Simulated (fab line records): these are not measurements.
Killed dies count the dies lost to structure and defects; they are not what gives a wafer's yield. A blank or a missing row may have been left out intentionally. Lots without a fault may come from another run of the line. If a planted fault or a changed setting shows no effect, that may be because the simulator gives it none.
fab line records	flow n5_finfet
record: lots: 6	wafers: 18	last_day: 18
route steps=1938 shown PASSIVATION@1909
lots with no fault: from the same line, run without faults
start_h: the number of hours between the record's first day and the start of the first shown wafer of the lot	wait_h: hours elapsed since this lot's preceding step	" unchanged from the row above	L1.1+2: a row that stands for several wafers	- no value, or no start was given	* or withheld: withheld	< > ~ a bound
route shown NAME@n: NAME is a module with steps in the file, n the number in the route of the first one	usual: mean and standard deviation over wafers with no fault	same: alike in all rows	chamber/n: place in a boat	sites: the reading at each site	_std_site: how widely they spread, as a standard deviation	_edge_site: outer sites' mean less inner sites'	radius_mm: for every site, how far away it sits from the centre of the wafer	mask NAME#n: copy n	behind: the most recent tool/chamber to have shaped the wafer	hold: the reason the lot was held/the length of the hold in hours/how it ended	device: the transistor (n, p or np) that didn't switch	end of line: tests of these same wafers at the route's end	a step given without rows: its recipe and nothing more	killed: count of dies lost to structure and defects at first sort (not the wafer's yield)	map: dies across one wafer; x = killed, . = not, _ = none there
set.NAME: the setting that was run; set.NAME@STEP: the one run at that earlier step	model.NAME: the simulator's own value behind a step, which no gauge read
lots at some steps of the route; a table a step, a row a wafer
services: from which hour (start_h, from the record's first day; less than 0 if before it) a tool's chamber was out of use, for how many hours, and why
== steps ==
step: N5_PASSIVATION_AL_ETCH_33
recipe: chemistry: Cl2/BCl3	target_depth_a: 28000	over_etch_frac: 0.15	Cl2_flow_sccm: 180	bcl3_flow_sccm: 60	target: Al	stop_on: TaN	time_s: 466.7	ion_energy_ev: 100	pressure_mtorr: 10	icp_w: 900	bias_w: 100
usual: drypump_motor_current_A: 5.4/0.33	oes_product_au: 0.73/0.083	throttle_valve_pct: 34.3/0.36
lot.wafer	tool	chamber	start_h	wait_h	drypump_motor_current_A	oes_product_au	rf_hours_counter_h	throttle_valve_pct
L626.2	rie_metal-03	0	314.33	0.1	5.1	0.63	90	34.2
L626.4	"	1	"	"	5.7	0.74	-	34.6
L626.5	"	0	"	"	5.1	0.62	-	34.2
L628.1	rie_metal-01	0	319.28	0.1	5.2	0.70	44	34.4
L628.2	"	1	"	"	6.0	0.60	99	35.0
L628.6	"	1	"	"	6.0	0.60	-	35.0
L636.2	rie_metal-01	0	365.34	0.2	5.1	0.69	-	34.4
L636.3	"	0	"	"	5.1	0.69	-	34.4
L636.5	"	0	"	"	5.1	0.69	-	34.4
L634.1	rie_metal-01	0	368.31	0.1	5.1	0.69	49	34.4
L634.2	"	0	"	"	5.2	0.69	-	34.4
L634.5	"	0	"	"	5.1	0.68	-	34.4
L640.1	rie_metal-03	0	418.06	0.1	5.1	0.61	98	34.2
L640.2	"	1	"	"	5.7	0.70	40	34.6
L640.3	"	1	"	"	5.7	0.70	-	34.6
L643.1	rie_metal-01	0	436.91	0.1	5.1	0.67	56	34.4
L643.5	"	1	"	"	6.0	0.84	-	35.0
L643.6	"	0	"	"	5.1	0.67	-	34.4
step: N5_PASSIVATION_ETCH_59
recipe: chemistry: Cl2/BCl3	target: TaN	target_depth_a: 650	time_s: 34.9	ion_energy_ev: 100	pressure_mtorr: 10	icp_w: 900	bias_w: 100	Cl2_flow_sccm: 60	bcl3_flow_sccm: 30
usual: drypump_motor_current_A: 5.4/0.32	oes_product_au: 0.81/0.1	throttle_valve_pct: 21.20/0.27
lot.wafer	tool	chamber	start_h	wait_h	drypump_motor_current_A	oes_product_au	rf_hours_counter_h	throttle_valve_pct
L626.2	rie_metal-03	0	314.73	0.3	5.1	0.66	90	21.27
L626.4	"	1	"	"	5.7	0.79	-	21.42
L626.5	"	0	"	"	5.1	0.66	-	21.26
L628.1	rie_metal-01	0	319.69	0.3	5.1	0.77	44	21.20
L628.2	"	1	"	"	6.0	0.66	99	21.76
L628.6	"	1	"	"	6.0	0.66	-	21.77
L636.2	rie_metal-01	0	366.04	0.6	5.1	0.75	-	21.22
L636.3	"	0	"	"	5.1	0.75	-	21.23
L636.5	"	0	"	"	5.2	0.75	-	21.22
L634.1	rie_metal-01	0	369.11	0.7	5.1	0.76	50	21.22
L634.2	"	0	"	"	5.1	0.75	-	21.20
L634.5	"	0	"	"	5.2	0.74	-	21.24
L640.1	rie_metal-03	0	418.46	0.3	5.1	0.64	99	21.28
L640.2	"	1	"	"	5.7	0.78	41	21.43
L640.3	"	1	"	"	5.7	0.77	-	21.42
L643.1	rie_metal-01	0	437.31	0.3	5.1	0.73	57	21.26
L643.5	"	1	"	"	6.0	0.94	-	21.52
L643.6	"	0	"	"	5.1	0.74	-	21.26
step: N5_PASSIVATION_STRIP_34
recipe: chemistry: O2	power_w: 600	temp_c: 60	pressure_mtorr: 30	rf_frequency_hz: 6e+07	bias_power_w: 0	overash_fraction: 2	o2_flow_sccm: 225
usual: drypump_motor_current_A: 5.6/0.49	oes_product_au: 0.78/0.081	rf_vpp_V: 3.7/1.6	showerhead_plenum_p_Torr: 2.09/0.072	throttle_valve_pct: 16.69/0.24
lot.wafer	tool	chamber	start_h	wait_h	drypump_motor_current_A	oes_product_au	rf_hours_counter_h	rf_vpp_V	showerhead_plenum_p_Torr	throttle_valve_pct
L626.2	rie_diel-05	3	314.86	0.1	5.5	0.91	17	1.7	2.14	16.68
L626.4	"	3	"	"	5.5	0.88	-	2.2	2.14	16.61
L626.5	"	1	"	"	5.2	0.89	-	1.2	2.15	16.81
L628.1	rie_diel-06	1	319.81	0.1	5.8	0.75	189	6.7	2.00	16.83
L628.2	"	2	"	"	4.9	0.90	30	3.1	2.07	16.18
L628.6	"	0	"	"	5.8	0.86	-	4.1	2.20	16.67
L636.2	rie_diel-04	2	366.22	0.2	5.8	0.72	148	3.9	2.11	16.91
L636.3	"	0	"	"	4.7	0.76	144	4.2	2.09	16.53
L636.5	"	2	"	"	5.8	0.75	-	5.7	2.10	16.90
L634.1	rie_diel-05	1	369.33	0.2	5.2	0.83	65	1.9	2.14	16.83
L634.2	"	0	"	"	6.4	0.68	238	3.0	1.98	16.80
L634.5	"	2	"	"	5.2	0.86	-	3.7	2.20	16.33
L640.1	rie_diel-04	3	418.60	0.1	5.8	0.70	245	5.4	1.97	16.99
L640.2	"	0	"	"	4.8	0.75	166	4.1	2.08	16.66
L640.3	"	2	"	"	5.8	0.72	169	2.1	2.10	16.90
L643.1	rie_diel-05	3	437.50	0.2	5.6	0.84	63	2.5	2.13	16.72
L643.5	"	0	"	"	6.5	0.97	-	6.3	1.97	16.37
L643.6	"	3	"	"	5.6	0.83	-	4.4	2.13	16.76
step: N5_PASSIVATION_STRIP_51
recipe: chemistry: post_etch_residue_remover	time_s: 1200	temp_c: 72.5
step: N5_PASSIVATION_CLEAN_69
recipe: chemistry: IPA	time_s: 180	temp_c: 25
step: N5_PASSIVATION_SRD_70
recipe: dry: ipa_marangoni	time_s: 30	temp_c: 23	rinse_liquid: diw
step: N5_PASSIVATION_PECVD_53
recipe: material: SiO2	target_thk_a: 8000	temp_c: 400	precursor: TEOS/O2	pressure_torr: 6.5	rf_w: withheld	teos_flow_sccm: withheld	gas: O2	flow_sccm: 2650	time_s: 169.4
step: N5_PASSIVATION_PECVD_35
recipe: material: SiNx	target_thk_a: 7000	temp_c: 400	precursor: SiH4/NH3/N2	pressure_torr: 4.9	rf_w: 1406	time_s: 151.3
usual: heater_power_w: 446/100	showerhead_plenum_p_Torr: 8.68/0.086	throttle_valve_pct: 30.1/1.6
lot.wafer	tool	chamber	start_h	wait_h	heater_power_w	showerhead_plenum_p_Torr	throttle_valve_pct
L626.2	pecvd-02	0	315.47	0.1	309	8.71	31.1
L626.4	"	2	"	"	209	8.68	27.7
L626.5	"	0	"	"	337	8.72	31.3
L628.1	pecvd-04	0	320.42	0.1	633	8.56	32.5
L628.2	"	1	"	"	543	8.79	30.7
L628.6	"	2	"	"	338	8.72	28.4
L636.2	pecvd-04	2	366.83	0.1	434	8.74	28.5
L636.3	"	1	"	"	403	8.77	30.5
L636.5	"	2	"	"	473	8.71	28.9
L634.1	pecvd-01	0	369.96	0.1	480	8.60	29.8
L634.2	"	2	"	"	350	8.76	29.3
L634.5	"	0	"	"	506	8.63	29.7
L640.1	pecvd-02	0	419.21	0.1	282	8.73	31.1
L640.2	"	2	"	"	316	8.70	28.4
L640.3	"	1	"	"	493	8.71	28.9
L643.1	pecvd-01	1	438.20	0.1	406	8.73	29.2
L643.5	"	2	"	"	219	8.74	29.9
L643.6	"	1	"	"	505	8.74	29.2
step: N5_PASSIVATION_HMDS_37
recipe: time_s: 60	temp_c: 120
step: N5_PASSIVATION_COAT_38
recipe: spin_rpm: 3000	resist_thk_nm: withheld
step: N5_PASSIVATION_EBR_40
recipe: solvent: PGMEA	ebr_width_mm: 1.5
step: N5_PASSIVATION_SOFTBAKE_39
recipe: temp_c: 110	time_s: 120
step: N5_PASSIVATION_EXPOSE_41
recipe: mask_id: PASS_OPEN	na: 0.55	defocus_nm: 0	source_shape: conventional	sigma_outer: 0.8	polarization: unpolarized	target_cd_nm: 40000	dose_mj: 57.25
usual: exposure_dose_mJ_cm2: 57.25/0.052	stage_vel_mm_s: 500.03/0.28
same: na: 0.55
lot.wafer	tool	chamber	start_h	wait_h	mask	exposure_dose_mJ_cm2	stage_vel_mm_s
L626.2	krf_scanner-02	0	315.73	-	PASS_OPEN#0	57.16	500.01
L626.4	"	0	"	"	PASS_OPEN#0	57.26	499.95
L626.5	"	0	"	"	PASS_OPEN#0	57.29	500.22
L628.1	krf_scanner-01	0	320.67	-	PASS_OPEN#0	57.40	500.10
L628.2	"	0	"	"	PASS_OPEN#0	57.25	500.13
L628.6	"	0	"	"	PASS_OPEN#0	57.27	500.28
L636.2	krf_scanner-02	0	367.10	-	PASS_OPEN#0	55.26	499.56
L636.3	"	0	"	"	PASS_OPEN#0	55.24	499.51
L636.5	"	0	"	"	PASS_OPEN#0	55.30	500.11
L634.1	krf_scanner-02	0	370.21	-	PASS_OPEN#0	55.34	500.33
L634.2	"	0	"	"	PASS_OPEN#0	55.27	499.88
L634.5	"	0	"	"	PASS_OPEN#0	55.25	500.35
L640.1	krf_scanner-01	0	419.59	-	PASS_OPEN#0	57.28	499.90
L640.2	"	0	"	"	PASS_OPEN#0	57.31	499.72
L640.3	"	0	"	"	PASS_OPEN#0	57.19	499.87
L643.1	krf_scanner-01	0	438.51	-	PASS_OPEN#0	57.34	499.82
L643.5	"	0	"	"	PASS_OPEN#0	57.27	499.81
L643.6	"	0	"	"	PASS_OPEN#0	57.24	499.83
step: N5_PASSIVATION_PEB_42
recipe: peb_temp_c: withheld	peb_time_s: *
step: N5_PASSIVATION_DEVELOP_43
recipe: develop_time_s: 60	rinse_liquid: diw	dry: air_spin	dev_temp_c: 21
step: N5_PASSIVATION_HARDBAKE_45
recipe: temp_c: 130	time_s: 120
step: N5_PASSIVATION_CD_MEAS_44
recipe: target_cd_nm: 40000	landing_energy_ev: 500	detector: se_inlens
usual: cd_nm: 39997/3.5
lot.wafer	tool	chamber	start_h	wait_h	cd_nm
L626.2	cd_sem-03	0	315.90	-	39996
L626.4	"	0	"	"	39997
L626.5	"	0	"	"	39998
L628.1	cd_sem-03	0	320.85	-	39989
L628.2	"	0	"	"	39994
L628.6	"	0	"	"	39993
L636.2	cd_sem-02	0	367.28	-	39987
L636.3	"	0	"	"	39984
L636.5	"	0	"	"	39981
L634.1	cd_sem-01	0	370.39	-	39985
L634.2	"	0	"	"	39983
L634.5	"	0	"	"	39980
L640.1	cd_sem-02	0	419.77	-	39999
L640.2	"	0	"	"	39997
L640.3	"	0	"	"	40000
L643.1	cd_sem-03	0	438.69	-	40003
L643.5	"	0	"	"	40002
L643.6	"	0	"	"	40005
step: N5_PASSIVATION_OVL_MEAS_66
recipe: points_per_wafer: 44
usual: PASS_OPEN_OVL: -4/5.8
lot.wafer	tool	chamber	start_h	wait_h	PASS_OPEN_OVL[nm]
L626.2	overlay-01	0	315.93	0.0	-7
L626.4	"	0	"	"	-12
L626.5	"	0	"	"	1
L628.1	overlay-01	0	320.88	0.0	7
L628.2	"	0	"	"	11
L628.6	"	0	"	"	7
L636.2	overlay-01	0	367.31	0.0	-7
L636.3	"	0	"	"	2
L636.5	"	0	"	"	-7
L634.1	overlay-01	0	370.42	0.0	-1
L634.2	"	0	"	"	2
L634.5	"	0	"	"	-3
L640.1	overlay-02	0	419.80	0.0	-6
L640.2	"	0	"	"	-14
L640.3	"	0	"	"	-8
L643.1	overlay-01	0	438.72	0.0	0
L643.5	"	0	"	"	-6
L643.6	"	0	"	"	-1
step: N5_PASSIVATION_PROBE_49
usual: defect_limited_yield: 91.0/1.6	killed_at_M0_to_M3: 35/11	killed_at_M4_up: 14/5.3	killed_at_contacts: 13/6.7	killed_at_front_end: 41/12	killed_at_other: 3.9/2.7	killed_dies: 106/19	killed_open: 70/14	killed_short: 35/8.8	sort_bin_4_leakage: 0.01/0.058	sort_bin_5_function: 5.3/1	sort_bin_6_memory: 3.3/0.81	sort_bin_8_speed: 0.00/0.0072	sort_n_pass: 1073/19	sort_yield_pct: 91.0/1.6
same: gross_dies: 1180	killed_at_back_side: 0
lot.wafer	tool	chamber	start_h	wait_h	defect_limited_yield[%]	killed_at_M0_to_M3	killed_at_M4_up	killed_at_contacts	killed_at_front_end	killed_at_other	killed_dies	killed_open	killed_short	sort_bin_4_leakage[%]	sort_bin_5_function[%]	sort_bin_6_memory[%]	sort_bin_8_speed[%]	sort_n_pass	sort_yield_pct[%]
L628.1	prober-01	-	323.98	0.0	91.5	32	9	3	55	1	100	66	33	0	4.9	3.3	0	1080	91.5
L628.2	prober-01	-	324.03	0.1	91.9	22	13	7	48	6	96	62	33	0	5.1	2.7	0	1084	91.9
L628.6	prober-01	-	324.23	0.3	89.7	43	6	23	45	5	122	72	50	0	5.8	3.9	0	1058	89.7
L636.2	prober-02	-	370.69	0.1	91.5	32	12	11	40	5	100	64	36	0	4.7	3.4	0	1080	91.5
killed by level:class
L628.1 STI_FIN_REVEAL:geometric_particle:open=15 BEOL_M0_SAQP:geometric_particle:short=9 BEOL_M0_SAQP:geometric_particle:open=8 FIN_SAQP:geometric_particle:open=7 BEOL_M3:geometric_particle:open=7 STI_FIN_REVEAL:geometric_particle:short=6 STARTING-WAFER:geometric_particle:open=5 FIN_SAQP:geometric_particle:short=4
L628.2 STI_FIN_REVEAL:geometric_particle:open=14 BEOL_M0_SAQP:geometric_particle:short=10 FIN_SAQP:geometric_particle:open=9 FIN_SAQP:geometric_particle:short=8 DUMMY_GATE:geometric_particle:open=7 MOL_CONTACT_COAG:geometric_particle:open=7 BEOL_M5:geometric_particle:open=6 BEOL_M0_SAQP:geometric_particle:open=4
L628.6 MOL_CONTACT_COAG:geometric_particle:open=14 BEOL_M0_SAQP:geometric_particle:short=14 FIN_SAQP:geometric_particle:open=9 MOL_CONTACT_COAG:geometric_particle:short=9 BEOL_M2:geometric_particle:open=9 FIN_SAQP:geometric_particle:short=8 STI_FIN_REVEAL:geometric_particle:open=7 STARTING-WAFER:geometric_particle:open=6
L636.2 BEOL_M3:geometric_particle:open=14 FIN_SAQP:geometric_particle:short=13 MOL_CONTACT_COAG:geometric_particle:open=11 STI_FIN_REVEAL:geometric_particle:open=6 BEOL_M0_SAQP:geometric_particle:short=6 BEOL_M1:geometric_particle:open=6 FIN_SAQP:geometric_particle:open=5 BEOL_M4:geometric_particle:open=5
== services ==
tool	chamber	start_h	hours	kind
rie_metal-01	0	295.29	6.3	repair
krf_scanner-01	-	306.98	1.3	pm
rie_diel-05	2	314.84	9.9	repair
krf_scanner-02	-	318.54	0.8	pm
rie_metal-01	-	326.54	1.4	pm
krf_scanner-01	-	338.84	1.0	pm
rie_metal-01	-	340.17	2.8	pm
krf_scanner-01	-	344.04	0.8	pm
rie_diel-04	-	349.59	0.2	repair
krf_scanner-02	-	350.95	1.3	pm
krf_scanner-01	-	360.42	11.6	pm
rie_metal-01	1	362.78	-	clean
rie_metal-01	1	362.78	31.1	scheduled_down
rie_metal-01	1	362.78	31.1	vent_cycle
rie_diel-04	1	363.68	6.5	repair
pecvd-02	1	369.50	7.5	repair
rie_diel-05	3	386.33	11.0	repair
rie_diel-06	3	389.38	10.4	repair
krf_scanner-02	-	391.57	1.0	pm
pecvd-01	-	391.84	0.6	repair
pecvd-04	-	393.60	1.3	repair
krf_scanner-01	-	395.13	0.2	repair
rie_diel-04	-	424.54	2.8	pm
pecvd-02	1	429.80	3.5	repair
== key ==
first_sign: step: N5_PASSIVATION_EXPOSE_41	reading: exposure_dose_mJ_cm2	direction: down	sigmas: 38	usual: 57.25	struck: 55.28
effect: step: N5_PASSIVATION_CD_MEAS_44	reading: cd_nm	direction: down	sigmas: 3.4	usual: 39997	struck: 39983
met_at N5_PASSIVATION_EXPOSE_41
struck_wafers L634.1,L634.2,L634.5,L636.2,L636.3,L636.5
onset_between 315.73 367.10
fault: kind: process_parameter_drift	tool: krf_scanner-02	chamber: -	onset_h: 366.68	steps: N5_PASSIVATION_EXPOSE_41	channel: dose_mj	offset: -1.9569	shape: step	acts_in: these_recipes_only	stated: 57.25
